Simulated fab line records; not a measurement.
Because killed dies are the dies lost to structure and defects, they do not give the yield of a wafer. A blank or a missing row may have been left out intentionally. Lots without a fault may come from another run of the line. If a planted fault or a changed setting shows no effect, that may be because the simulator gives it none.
Struck lot and sound lot, side by side	flow n5_finfet	16 out of 1938 route steps
Sound: wafers L915.1, L915.2, L915.5. Struck: wafer L914.4; the same lot's L914.6 was not struck, so it is left out; see the end for the cause.
For every step that has rows: the tool of each side, followed by ch and its chambers, followed by its first start. Under that, the readings that differ: sound wafers	struck wafers	difference of the means	sigmas: that difference in standard deviations of wafers without a fault.
alike: a reading whose means differ by less than 2 such deviations, as well as words and numbers matching on both sides. not compared: withheld readings; readings where some wafer has no value; bounds like >300 that might hide an equal value; numbers whose values overlap and for which the record gives no deviation.
The two part at a step that has a row with sigmas, a row that says differs or no value, or rows on one side only. Numbers that have no deviation but don't overlap get no sigmas and don't part them. A reading that every wafer of one side lacks parts them only if that side has two wafers or more.

first, 8 steps without rows for these wafers: N5_SDB_COAT_03 (time 60 s, resist thk 100 nm); N5_SDB_COAT_04 (time 60 s, resist thk 18 nm); N5_SDB_COAT_05 (resist thk 90 nm); N5_SDB_EBR_07; N5_SDB_SOFTBAKE_06 (time 60 s); N5_SDB_EXPOSE_08 (exposes mask SDB); N5_SDB_PEB_09 (peb time 60 s); N5_SDB_DEVELOP_10 (develop time 30 s).
N5_SDB_CD_MEAS_11: target cd 50 nm.
  sound on cd_sem-03 ch 0, day 8 02:41; struck on cd_sem-01 ch 0, day 7 17:05
  alike: cd_nm
N5_SDB_OVL_MEAS_12:
  sound on overlay-02 ch 0, day 8 02:43; struck on overlay-01 ch 0, day 7 17:07
  alike: SDB_OVL
N5_SDB_INSPECT_13: inspects for defects (brightfield).
  sound: defect_inspect-01 at day 8 02:45; struck: defect_inspect-01 at day 7 17:08
  alike: raw_defect_count
N5_SDB_DESCUM_16: chemistry O2, time 7.9 s.
  sound on rie_diel-04 ch 1,2,3, day 8 02:47; struck on rie_diel-02 ch 0, day 7 17:10
  alike: drypump_motor_current_A, oes_product_au, rf_vpp_V, showerhead_plenum_p_Torr, throttle_valve_pct
  not compared: rf_hours_counter_h
N5_SDB_ETCH_17: etches SiARC in CF4, target depth 23.4 nm, time 39 s.
  sound on rie_diel-04 ch 1,2,3, day 8 02:49; struck on rie_diel-02 ch 0, day 7 17:12
reading	sound	struck	difference	sigmas
etch_rf_on_time_s (s)	38.0 39.2 38.2	26.2	-12.3	-20
  alike: drypump_motor_current_A, mfc_ar_sccm, oes_product_au, rf_vpp_V, showerhead_plenum_p_Torr, throttle_valve_pct
  not compared: rf_hours_counter_h
N5_SDB_ETCH_18: etches SOC in N2/H2, target depth 100 nm, overetch 20 nm, time 150 s.
  sound on rie_diel-04 ch 1,2,3, day 8 02:51; struck on rie_diel-02 ch 0, day 7 17:14
  alike: drypump_motor_current_A, oes_product_au, rf_vpp_V, showerhead_plenum_p_Torr, throttle_valve_pct
  not compared: rf_hours_counter_h
-- the record jumps here: 5 days lie between the struck wafers' starts before and after (it left off in module SDB and takes up again in module BEOL_M4, whose first step shown is number 1111 of the route) --
N5_BEOL_M4_RC_MEAS_101:
  sound on prober-01 ch 0, day 12 08:06; struck on prober-02 ch 0, day 12 06:16
reading	sound	struck	difference	sigmas
SS_N (mV/dec)	72.9 71.4 71.6	70.4	-1.6	-3
  alike: DIBL_N, DIBL_P, IOFF_N, IOFF_P, ION_N, ION_P, SS_P, VT_N, VT_P
-- record jumps: 4 days separate the struck wafers' starts on either side; left off in module BEOL_M4, taken up again in module PASSIVATION, whose first shown step is the route's number 1936 --
N5_PASSIVATION_PROBE_49:
  sound: prober-01 at day 16 12:14; struck: prober-02 at day 16 05:04
reading	sound	struck	difference	sigmas
defect_limited_yield (%)	93.0 92.8 94.2	89.1	-4.2	-3
killed_at_contacts	10 12 5	23	+14	+2
killed_at_front_end	25 30 16	55	+31	+3
killed_at_other	0 0 5	8	+6	+2
killed_dies	83 85 69	129	+50	+3
killed_open	50 60 39	89	+39	+3
sort_bin_5_function (%)	3.8 4.4 3.1	6.5	+2.7	+3
sort_bin_6_memory (%)	3.1 2.7 2.3	4.2	+1.5	+2
sort_n_pass	1097 1095 1111	1051	-50	-3
sort_yield_pct (%)	93.0 92.8 94.2	89.1	-4.2	-3
  alike: killed_at_M0_to_M3, killed_at_M4_up, killed_short

WHERE THEY PART
Last at N5_PASSIVATION_PROBE_49 as far as this record goes, first at N5_SDB_ETCH_17.

WHY: what had been put in by the simulator
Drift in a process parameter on rie_diel-02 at N5_SDB_ETCH_17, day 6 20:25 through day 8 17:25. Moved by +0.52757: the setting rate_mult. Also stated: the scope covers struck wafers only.
